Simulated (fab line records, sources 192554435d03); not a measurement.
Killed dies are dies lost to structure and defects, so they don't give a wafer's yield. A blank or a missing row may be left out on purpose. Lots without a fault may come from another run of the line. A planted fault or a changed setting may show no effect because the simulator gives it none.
fab line records | flow n5_finfet
record lots=24 wafers=72 last_day=18
route steps=1938 shown BEOL_M1@788 BEOL_M2@843
lots that met no fault: from a run of the same line without faults
start_h: hours from the record's first day to the start of the lot's first wafer shown | wait_h: hours since the lot's step before | " the same as in the row above | L1.1+2: a row that stands for several wafers | - no value, or no start given | * or withheld: withheld | < > ~ a bound
route shown NAME@n: a module of which the file shows steps, and the number in the route of the first | usual: mean/standard deviation of fault-free wafers | same: alike in all rows | chamber/n: place in a boat | sites: the reading at each site | _std_site: their standard deviation | _edge_site: outer sites' mean less inner sites' | radius_mm: how far each site lies from the wafer's centre | mask NAME#n: copy n | behind: the tool/chamber that last shaped the wafer | hold: why the lot was held/for how many hours/how that ended | device: the transistor (n, p or np) that didn't switch | end of line: the same wafers' tests at the end of the route | a step without rows: its recipe alone | killed: dies lost to structure and defects at the first sort, not the wafer's yield | map: a wafer's dies, x killed, . not, _ none there
set.NAME: the setting as run; set.NAME@STEP: as run at that earlier step | model.NAME: the simulator's own value behind a step, which no gauge read
steps of the route over a sample of lots; a table a step, a row a wafer
services: from which hour (start_h, from the record's first day; less than 0 if before it) a tool's chamber was out of use, for how many hours, and why
## steps
# step N5_BEOL_M1_INSPECT_30
# recipe mode=adi inspect_instrument=brightfield
# usual raw_defect_count=412/100
# columns lot.wafer tool chamber start_h wait_h raw_defect_count
L074.2 defect_inspect-02 - 123.10 0.0 528
L074.3 " - " " 483
L074.4 " - " " 598
L075.2 defect_inspect-01 - 130.95 0.0 434
L075.4 " - " " 444
L075.5 " - " " 302
L076.1 defect_inspect-02 - 135.54 0.1 292
L076.3 " - " " 381
L076.4 " - " " 321
L077.1 defect_inspect-01 - 138.14 0.1 382
L077.4 " - " " 276
L077.6 " - " " 288
L078.1 defect_inspect-02 - 140.34 0.1 423
L078.3 " - " " 424
L078.6 " - " " 435
L079.1 defect_inspect-02 - 149.59 0.1 508
L079.3 " - " " 393
L079.5 " - " " 376
L080.1 defect_inspect-02 - 156.64 0.1 344
L080.2 " - " " 340
L080.4 " - " " 253
L081.1 defect_inspect-02 - 168.89 0.1 333
L081.2 " - " " 360
L081.3 " - " " 334
L082.1 defect_inspect-01 - 172.88 0.1 422
L082.2 " - " " 484
L082.6 " - " " 417
L083.1 defect_inspect-02 - 183.34 0.1 421
L083.2 " - " " 498
L083.4 " - " " 448
L084.1 defect_inspect-02 - 185.87 0.1 425
L084.3 " - " " 489
L084.6 " - " " 635
L085.2 defect_inspect-01 - 193.68 0.0 470
L085.3 " - " " 329
L085.6 " - " " 278
L086.2 defect_inspect-02 - 201.69 0.0 571
L086.3 " - " " 479
L086.4 " - " " 418
L087.2 defect_inspect-02 - 203.36 0.0 454
L087.4 " - " " 573
L087.6 " - " " 264
L088.1 defect_inspect-02 - 209.15 0.1 370
L088.2 " - " " 437
L088.5 " - " " 404
L089.1 defect_inspect-01 - 215.95 0.1 478
L089.5 " - " " 425
L089.6 " - " " 558
L090.1 defect_inspect-02 - 219.69 0.1 462
L090.3 " - " " 362
L090.5 " - " " 520
L091.2 defect_inspect-02 - 223.14 0.0 558
L091.3 " - " " 465
L091.4 " - " " 512
L092.1 defect_inspect-01 - 230.22 0.1 327
L092.2 " - " " 477
L092.5 " - " " 403
L093.2 defect_inspect-02 - 238.52 0.0 482
L093.4 " - " " 429
L093.6 " - " " 425
L094.2 defect_inspect-01 - 241.42 0.0 288
L094.5 " - " " 287
L094.6 " - " " 262
L095.1 defect_inspect-02 - 245.04 0.1 504
L095.3 " - " " 382
L095.4 " - " " 359
L096.1 defect_inspect-02 - 260.12 0.1 229
L096.2 " - " " 355
L096.3 " - " " 226
L097.1 defect_inspect-01 - 265.00 0.1 317
L097.4 " - " " 348
L097.5 " - " " 464
# step N5_BEOL_M1_STRIP_36
# recipe chemistry=N2/H2 power_w=450 temp_c=40 pressure_mtorr=20 rf_frequency_hz=6e+07 overash_fraction=0.3 bias_power_w=7 h2_frac=0.5 n2_flow_sccm=200 h2_flow_sccm=200
# usual drypump_motor_current_A=5.7/0.52 oes_product_au=0.78/0.095 rf_vpp_V=59.2/1.5 showerhead_plenum_p_Torr=2.59/0.11 throttle_valve_pct=23.7/0.38
# columns lot.wafer tool chamber start_h wait_h drypump_motor_current_A oes_product_au rf_hours_counter_h rf_vpp_V showerhead_plenum_p_Torr throttle_valve_pct
L074.2 rie_diel-02 0 124.81 0.0 5.2 0.78 133 60.5 2.64 23.7
L074.3 " 3 " " 5.5 0.76 - 58.7 2.65 23.8
L074.4 " 0 " " 5.2 0.77 - 61.0 2.64 23.7
L075.2 rie_diel-06 1 131.56 0.0 6.6 0.93 22 59.4 2.71 23.3
L075.4 " 0 " " 5.1 0.76 139 60.4 2.42 23.4
L075.5 " 2 " " 5.9 0.67 - 58.4 2.50 23.9
L076.1 rie_diel-06 1 138.52 0.0 6.6 0.89 25 60.6 2.70 23.3
L076.3 " 2 " " 5.9 0.67 230 58.5 2.50 23.9
L076.4 " 3 " " 6.5 0.74 146 60.5 2.64 23.6
L077.1 rie_diel-05 2 138.79 0.0 5.0 0.73 178 60.2 2.65 24.6
L077.4 " 3 " " 5.6 0.74 - 61.9 2.66 23.6
L077.6 " 2 " " 5.0 0.73 - 60.3 2.65 24.6
L078.1 rie_diel-02 3 143.86 0.0 5.5 0.76 141 60.5 2.65 23.8
L078.3 " 1 " " 5.7 0.69 240 59.3 2.41 24.5
L078.6 " 3 " " 5.5 0.75 - 59.4 2.65 23.8
L079.1 rie_diel-06 1 151.91 0.0 6.6 0.88 29 58.3 2.70 23.3
L079.3 " 3 " " 6.5 0.73 150 59.4 2.64 23.6
L079.5 " 3 " " 6.5 0.73 - 58.8 2.64 23.7
L080.1 rie_diel-06 3 157.68 0.0 6.4 0.73 152 58.1 2.64 23.6
L080.2 " 0 " " 5.2 0.74 148 56.2 2.42 23.4
L080.4 " 1 " " 6.6 0.88 31 59.5 2.70 23.3
L081.1 rie_diel-02 0 169.85 0.0 5.2 0.75 152 59.5 2.63 23.7
L081.2 " 2 " " 5.0 0.99 2 62.1 2.71 23.1
L081.3 " 3 " " 5.5 0.76 149 57.6 2.65 23.8
L082.1 rie_diel-06 1 173.61 0.0 6.6 0.87 35 61.9 2.70 23.3
L082.2 " 0 " " 5.1 0.74 152 57.0 2.42 23.4
L082.6 " 2 " " 5.9 0.67 - 58.3 2.50 23.9
L083.1 rie_diel-02 3 198.53 0.0 5.5 0.75 157 60.2 2.64 23.8
L083.2 " 0 " " 5.2 0.74 161 58.6 2.63 23.7
L083.4 " 1 " " 5.7 1.00 3 58.1 2.72 24.4
L084.1 rie_diel-02 3 203.27 0.0 5.5 0.74 158 59.4 2.64 23.8
L084.3 " 2 " " 5.0 0.96 12 62.1 2.70 23.1
L084.6 " 1 " " 5.6 1.00 - 60.3 2.72 24.4
L085.2 rie_diel-05 3 203.30 0.0 5.6 0.73 172 56.7 2.65 23.6
L085.3 " 0 " " 6.1 0.70 225 57.5 2.40 23.9
L085.6 " 0 " " 6.2 0.70 - 57.6 2.40 23.9
L086.2 rie_diel-05 0 207.32 0.0 6.1 0.71 226 57.2 2.40 23.9
L086.3 " 2 " " 5.0 0.71 200 58.4 2.64 24.6
L086.4 " 3 " " 5.6 0.73 173 58.7 2.65 23.6
L088.1 rie_diel-05 0 210.33 0.0 6.2 0.70 227 58.1 2.40 23.9
L088.2 " 2 " " 5.0 0.72 200 60.1 2.64 24.6
L088.5 " 0 " " 6.2 0.70 - 57.8 2.40 23.9
L087.2 rie_diel-06 3 211.87 0.0 6.6 0.72 164 61.9 2.64 23.6
L087.4 " 0 " " 5.2 0.71 - 58.3 2.41 23.4
L087.6 " 1 " " 6.6 0.86 - 59.4 2.70 23.3
L089.1 rie_diel-02 2 217.70 0.0 5.0 0.95 14 60.8 2.70 23.1
L089.5 " 1 " " 5.6 0.96 - 58.7 2.72 24.4
L089.6 " 0 " " 5.2 0.74 - 59.7 2.62 23.7
L090.1 rie_diel-05 3 221.06 0.0 5.6 0.73 177 58.7 2.65 23.6
L090.3 " 1 " " 5.7 0.85 60 57.5 2.57 23.9
L090.5 " 1 " " 5.7 0.87 - 59.0 2.57 23.9
L091.2 rie_diel-06 3 224.23 0.0 6.4 0.73 169 61.4 2.63 23.7
L091.3 " 0 " " 5.1 0.73 170 59.3 2.41 23.4
L091.4 " 2 " " 5.9 0.97 1 60.9 2.49 23.6
L092.1 rie_diel-05 3 231.76 0.0 5.6 0.73 180 61.3 2.65 23.6
L092.2 " 2 " " 5.0 0.71 207 59.9 2.64 24.6
L092.5 " 0 " " 6.1 0.71 - 59.5 2.40 23.9
L093.2 rie_diel-06 3 243.13 0.0 6.5 0.73 174 61.9 2.63 23.7
L093.4 " 0 " " 5.2 0.73 174 58.0 2.41 23.4
L093.6 " 1 " " 6.6 0.84 - 60.9 2.69 23.3
L094.2 rie_diel-02 2 243.13 0.0 5.0 0.93 21 60.6 2.70 23.1
L094.5 " 2 " " 5.0 0.93 - 58.3 2.70 23.1
L094.6 " 1 " " 5.7 0.95 - 58.6 2.71 24.4
L095.1 rie_diel-06 2 263.28 0.0 5.9 0.92 12 57.9 2.49 23.6
L095.3 " 1 " " 6.6 0.84 62 61.3 2.69 23.3
L095.4 " 3 " " 6.5 0.72 181 59.6 2.63 23.7
L096.1 rie_diel-05 3 268.11 0.0 5.6 0.72 190 60.3 2.64 23.6
L096.2 " 0 " " 6.1 0.68 243 56.8 2.39 23.9
L096.3 " 2 " " 5.0 0.69 216 59.5 2.64 24.6
L097.1 rie_diel-02 1 268.38 0.0 5.6 0.93 25 60.3 2.71 24.4
L097.4 " 2 " " 5.0 0.93 27 59.7 2.69 23.1
L097.5 " 2 " " 5.0 0.93 - 60.6 2.69 23.1
# step N5_BEOL_M1_ANNEAL_80
# recipe temp_c=400 time_s=240 ambient=vacuum
# usual heater_power_w=846/84
# columns lot.wafer tool chamber start_h wait_h heater_power_w
L074.2 pvd_sputter-01 - 127.59 0.0 911
L074.3 " - " " 718
L074.4 " - " " 834
L075.2 pvd_sputter-02 - 133.19 0.0 785
L075.4 " - " " 894
L075.5 " - " " 803
L076.1 pvd_sputter-03 - 141.46 0.0 875
L076.3 " - " " 1003
L076.4 " - " " 807
L077.1 pvd_sputter-02 - 141.83 0.0 770
L077.4 " - " " 792
L077.6 " - " " 772
L078.1 pvd_sputter-01 - 145.37 0.0 838
L078.3 " - " " 894
L078.6 " - " " 837
L079.1 pvd_sputter-02 - 153.61 0.0 778
L079.3 " - " " 926
L079.5 " - " " 789
L080.1 pvd_sputter-01 - 160.20 0.0 739
L080.2 " - " " 841
L080.4 " - " " 898
L081.1 pvd_sputter-02 - 171.92 0.0 910
L081.2 " - " " 855
L081.3 " - " " 787
L082.1 pvd_sputter-03 - 175.78 0.0 875
L082.2 " - " " 1004
L082.6 " - " " 799
L083.1 pvd_sputter-03 - 200.72 0.0 865
L083.2 " - " " 1002
L083.4 " - " " 988
L084.1 pvd_sputter-02 - 205.65 0.0 789
L084.3 " - " " 848
L084.6 " - " " 767
L085.2 pvd_sputter-01 - 206.02 0.0 723
L085.3 " - " " 746
L085.6 " - " " 937
L086.2 pvd_sputter-03 - 209.19 0.0 864
L086.3 " - " " 963
L086.4 " - " " 1015
L088.1 pvd_sputter-02 - 211.89 0.0 854
L088.2 " - " " 906
L088.5 " - " " 838
L087.2 pvd_sputter-02 - 213.73 0.0 894
L087.4 " - " " 766
L087.6 " - " " 853
L089.1 pvd_sputter-02 - 219.66 0.0 774
L089.5 " - " " 832
L089.6 " - " " 889
L090.1 pvd_sputter-03 - 222.51 0.0 1030
L090.3 " - " " 970
L090.5 " - " " 801
L091.2 pvd_sputter-01 - 226.25 0.0 847
L091.3 " - " " 748
L091.4 " - " " 941
L092.1 pvd_sputter-02 - 234.88 0.0 784
L092.2 " - " " 827
L092.5 " - " " 778
L093.2 pvd_sputter-01 - 244.98 0.0 754
L093.4 " - " " 912
L093.6 " - " " 920
L094.2 pvd_sputter-03 - 245.14 0.0 1013
L094.5 " - " " 813
L094.6 " - " " 966
L095.1 pvd_sputter-02 - 267.16 0.0 838
L095.3 " - " " 778
L095.4 " - " " 885
L096.1 pvd_sputter-01 - 269.78 0.0 836
L096.2 " - " " 908
L096.3 " - " " 728
L097.1 pvd_sputter-03 - 270.66 0.0 1020
L097.4 " - " " 846
L097.5 " - " " 879
# step N5_BEOL_M1_ANNEAL_89
# recipe temp_c=400 time_s=240 ambient=vacuum
# usual heater_power_w=845/85
# columns lot.wafer tool chamber start_h wait_h heater_power_w
L074.2 pvd_sputter-01 - 128.25 0.0 926
L074.3 " - " " 721
L074.4 " - " " 823
L075.2 pvd_sputter-02 - 133.85 0.0 796
L075.4 " - " " 870
L075.5 " - " " 791
L076.1 pvd_sputter-03 - 142.12 0.0 886
L076.3 " - " " 1024
L076.4 " - " " 792
L077.1 pvd_sputter-02 - 142.49 0.0 757
L077.4 " - " " 782
L077.6 " - " " 789
L078.1 pvd_sputter-01 - 146.03 0.0 841
L078.3 " - " " 909
L078.6 " - " " 839
L079.1 pvd_sputter-02 - 154.27 0.0 773
L079.3 " - " " 908
L079.5 " - " " 777
L080.1 pvd_sputter-01 - 160.86 0.0 735
L080.2 " - " " 853
L080.4 " - " " 936
L081.1 pvd_sputter-02 - 172.58 0.0 871
L081.2 " - " " 851
L081.3 " - " " 781
L082.1 pvd_sputter-03 - 176.44 0.0 870
L082.2 " - " " 1015
L082.6 " - " " 809
L083.1 pvd_sputter-03 - 201.38 0.0 856
L083.2 " - " " 1006
L083.4 " - " " 961
L084.1 pvd_sputter-02 - 206.31 0.0 782
L084.3 " - " " 832
L084.6 " - " " 768
L085.2 pvd_sputter-01 - 206.68 0.0 736
L085.3 " - " " 733
L085.6 " - " " 930
L086.2 pvd_sputter-03 - 209.85 0.0 880
L086.3 " - " " 982
L086.4 " - " " 1016
L088.1 pvd_sputter-02 - 212.55 0.0 821
L088.2 " - " " 936
L088.5 " - " " 826
L087.2 pvd_sputter-02 - 214.39 0.0 896
L087.4 " - " " 782
L087.6 " - " " 844
L089.1 pvd_sputter-02 - 220.32 0.0 754
L089.5 " - " " 827
L089.6 " - " " 883
L090.1 pvd_sputter-03 - 223.17 0.0 989
L090.3 " - " " 955
L090.5 " - " " 801
L091.2 pvd_sputter-01 - 226.91 0.0 841
L091.3 " - " " 725
L091.4 " - " " 927
L092.1 pvd_sputter-02 - 235.54 0.0 761
L092.2 " - " " 839
L092.5 " - " " 773
L093.2 pvd_sputter-01 - 245.64 0.0 757
L093.4 " - " " 927
L093.6 " - " " 932
L094.2 pvd_sputter-03 - 245.80 0.0 1022
L094.5 " - " " 808
L094.6 " - " " 958
L095.1 pvd_sputter-02 - 267.82 0.0 834
L095.3 " - " " 791
L095.4 " - " " 894
L096.1 pvd_sputter-01 - 270.44 0.0 840
L096.2 " - " " 918
L096.3 " - " " 708
L097.1 pvd_sputter-03 - 271.32 0.0 1038
L097.4 " - " " 852
L097.5 " - " " 894
# step N5_BEOL_M1_INSPECT_59
# recipe inspect_instrument=darkfield mode=post_dep
# usual raw_defect_count=74/22
# columns lot.wafer tool chamber start_h wait_h raw_defect_count
L074.2 defect_inspect-01 - 130.30 0.0 59
L074.3 " - " " 87
L074.4 " - " " 107
L075.2 defect_inspect-02 - 135.91 0.0 68
L075.4 " - " " 61
L075.5 " - " " 94
L076.1 defect_inspect-01 - 144.00 0.0 76
L076.3 " - " " 88
L076.4 " - " " 71
L077.1 defect_inspect-02 - 144.36 0.0 114
L077.4 " - " " 65
L077.6 " - " " 83
L078.1 defect_inspect-01 - 147.91 0.0 48
L078.3 " - " " 55
L078.6 " - " " 88
L079.1 defect_inspect-02 - 156.14 0.0 49
L079.3 " - " " 92
L079.5 " - " " 93
L080.1 defect_inspect-02 - 162.77 0.0 89
L080.2 " - " " 67
L080.4 " - " " 66
L081.1 defect_inspect-02 - 174.45 0.0 76
L081.2 " - " " 82
L081.3 " - " " 69
L082.1 defect_inspect-01 - 178.31 0.0 66
L082.2 " - " " 79
L082.6 " - " " 50
L083.1 defect_inspect-01 - 203.25 0.0 44
L083.2 " - " " 75
L083.4 " - " " 76
L084.1 defect_inspect-02 - 208.18 0.0 122
L084.3 " - " " 76
L084.6 " - " " 81
L085.2 defect_inspect-02 - 208.64 0.0 87
L085.3 " - " " 71
L085.6 " - " " 96
L086.2 defect_inspect-01 - 211.82 0.0 61
L086.3 " - " " 79
L086.4 " - " " 32
L088.1 defect_inspect-01 - 214.43 0.0 58
L088.2 " - " " 72
L088.5 " - " " 63
L087.2 defect_inspect-02 - 216.37 0.0 86
L087.4 " - " " 73
L087.6 " - " " 48
L089.1 defect_inspect-01 - 222.19 0.0 60
L089.5 " - " " 111
L089.6 " - " " 66
L090.1 defect_inspect-01 - 225.05 0.0 76
L090.3 " - " " 59
L090.5 " - " " 79
L091.2 defect_inspect-01 - 228.81 0.0 98
L091.3 " - " " 86
L091.4 " - " " 61
L092.1 defect_inspect-01 - 237.47 0.0 91
L092.2 " - " " 55
L092.5 " - " " 50
L093.2 defect_inspect-02 - 247.52 0.0 76
L093.4 " - " " 44
L093.6 " - " " 65
L094.2 defect_inspect-02 - 247.67 0.0 86
L094.5 " - " " 75
L094.6 " - " " 85
L095.1 defect_inspect-01 - 269.72 0.0 108
L095.3 " - " " 53
L095.4 " - " " 87
L096.1 defect_inspect-02 - 272.40 0.0 40
L096.2 " - " " 68
L096.3 " - " " 72
L097.1 defect_inspect-01 - 273.20 0.0 103
L097.4 " - " " 55
L097.5 " - " " 83
# step N5_BEOL_M2_PECVD_72
# recipe material=SiO2 target_thk_a=160 temp_c=400 precursor=TEOS/O2 pressure_torr=5.5 rf_w=450 teos_flow_sccm=53.8 gas=O2 flow_sccm=3000 time_s=18
# usual heater_power_w=777/92 rf_fwd_power_W=444.7/1.8 showerhead_plenum_p_Torr=8.81/0.047 throttle_valve_pct=22.2/0.96
# columns lot.wafer tool chamber start_h wait_h heater_power_w rf_fwd_power_W showerhead_plenum_p_Torr throttle_valve_pct
L074.2 pecvd-01 1 130.44 0.0 744 444.9 8.82 22.7
L074.3 " 2 " " 894 443.2 8.90 21.8
L074.4 " 1 " " 727 442.3 8.81 23.3
L075.2 pecvd-02 1 136.05 0.0 635 447.8 8.78 22.7
L075.4 " 1 " " 630 446.9 8.79 23.0
L075.5 " 0 " " 839 446.6 8.91 22.0
L076.1 pecvd-01 2 144.14 0.0 913 445.3 8.87 21.7
L076.3 " 0 " " 702 447.4 8.76 22.2
L076.4 " 1 " " 847 443.6 8.83 23.1
L077.1 pecvd-01 2 144.50 0.0 822 444.9 8.89 22.0
L077.4 " 0 " " 684 444.6 8.77 22.4
L077.6 " 1 " " 796 441.4 8.83 23.1
L078.1 pecvd-04 1 148.05 0.0 826 443.8 8.78 23.6
L078.3 " 0 " " 789 442.5 8.79 21.2
L078.6 " 2 " " 780 444.5 8.87 21.0
L079.1 pecvd-02 0 156.28 0.0 751 446.2 8.92 21.8
L079.3 " 2 " " 590 444.2 8.78 21.5
L079.5 " 0 " " 745 446.9 8.92 21.9
L080.1 pecvd-01 1 162.91 0.0 814 442.8 8.84 23.2
L080.2 " 2 " " 780 443.3 8.87 21.9
L080.4 " 2 " " 820 446.3 8.88 21.6
L081.1 pecvd-02 2 174.59 0.0 625 445.2 8.81 21.7
L081.2 " 0 " " 824 445.5 8.93 21.9
L081.3 " 1 " " 644 445.7 8.79 22.8
L082.1 pecvd-01 1 178.45 0.0 841 444.1 8.82 23.2
L082.2 " 0 " " 720 445.2 8.74 22.5
L082.6 " 0 " " 721 444.5 8.75 22.3
L083.1 pecvd-01 1 203.39 0.0 844 443.5 8.84 23.2
L083.2 " 0 " " 727 445.7 8.75 22.5
L083.4 " 1 " " 860 442.6 8.82 23.5
L084.1 pecvd-01 0 208.32 0.0 628 445.7 8.76 22.3
L084.3 " 1 " " 762 443.9 8.80 23.2
L084.6 " 1 " " 749 443.7 8.81 23.2
L085.2 pecvd-04 0 208.79 0.0 824 445.0 8.79 21.4
L085.3 " 1 " " 757 442.7 8.76 23.5
L085.6 " 1 " " 789 444.4 8.77 23.7
L086.2 pecvd-02 1 211.98 0.0 626 444.9 8.78 22.9
L086.3 " 2 " " 590 447.8 8.80 22.0
L086.4 " 0 " " 844 445.5 8.93 21.9
L088.1 pecvd-04 2 214.58 0.0 865 443.2 8.82 21.1
L088.2 " 0 " " 854 443.1 8.79 21.4
L088.5 " 1 " " 791 442.7 8.77 23.7
L087.2 pecvd-04 2 216.54 0.0 717 445.3 8.84 20.6
L087.4 " 1 " " 906 441.7 8.77 23.6
L087.6 " 0 " " 838 443.0 8.80 21.6
L089.1 pecvd-04 0 222.35 0.0 884 447.1 8.78 21.4
L089.5 " 2 " " 735 446.3 8.84 21.0
L089.6 " 0 " " 918 445.8 8.79 21.5
L090.1 pecvd-04 2 225.19 0.0 752 444.0 8.86 20.9
L090.3 " 0 " " 877 444.3 8.81 21.7
L090.5 " 0 " " 888 444.1 8.77 21.5
L091.2 pecvd-04 2 228.95 0.0 714 449.7 8.87 21.0
L091.3 " 1 " " 828 442.9 8.76 24.1
L091.4 " 1 " " 808 439.2 8.79 23.7
L092.1 pecvd-01 0 237.61 0.0 664 447.5 8.78 22.7
L092.2 " 1 " " 880 442.5 8.82 23.0
L092.5 " 1 " " 871 444.7 8.82 23.2
L093.2 pecvd-04 0 247.66 0.0 772 445.4 8.76 21.5
L093.4 " 1 " " 858 444.3 8.76 23.7
L093.6 " 2 " " 882 446.6 8.88 21.0
L094.2 pecvd-01 2 247.81 0.0 755 444.8 8.88 20.5
L094.5 " 1 " " 836 443.9 8.81 23.2
L094.6 " 2 " " 759 445.9 8.86 20.7
L095.1 pecvd-04 0 269.86 0.0 865 444.8 8.81 21.3
L095.3 " 1 " " 917 442.5 8.78 23.6
L095.4 " 0 " " 847 444.3 8.79 21.4
L096.1 pecvd-01 2 272.55 0.0 845 443.7 8.87 20.9
L096.2 " 0 " " 606 447.4 8.75 22.8
L096.3 " 1 " " 755 443.0 8.82 23.2
L097.1 pecvd-04 0 273.34 0.0 809 443.2 8.82 21.7
L097.4 " 2 " " 771 444.7 8.86 21.1
L097.5 " 1 " " 936 441.3 8.77 23.4
## services
# columns tool chamber start_h hours kind
pvd_sputter-03 - 101.23 1.1 repair
rie_diel-02 2 106.52 6.9 repair
rie_diel-02 1 113.58 17.4 repair
rie_diel-05 1 115.02 3.4 repair
rie_diel-02 2 118.32 7.8 repair
pecvd-01 0 121.18 2.1 scheduled_down
pecvd-04 - 125.98 2.8 pm
rie_diel-02 3 144.57 4.2 repair
rie_diel-02 - 154.97 0.8 repair
rie_diel-05 0 160.21 8.9 repair
pecvd-01 2 169.32 2.1 scheduled_down
pecvd-04 0 178.14 6.4 repair
pecvd-02 - 181.06 0.7 repair
pecvd-01 - 191.71 0.4 repair
pecvd-01 2 202.38 - clean
pecvd-01 2 202.38 - consumable_replace:showerhead
pecvd-01 2 202.38 29.0 scheduled_down
pecvd-01 2 202.38 29.0 vent_cycle
rie_diel-06 2 207.73 - clean
rie_diel-06 2 207.73 - consumable_replace:focus_ring
rie_diel-06 2 207.73 13.7 scheduled_down
rie_diel-02 2 209.65 5.9 repair
rie_diel-06 - 213.63 0.3 repair
pecvd-04 2 266.62 5.5 scheduled_down
## key
fault none
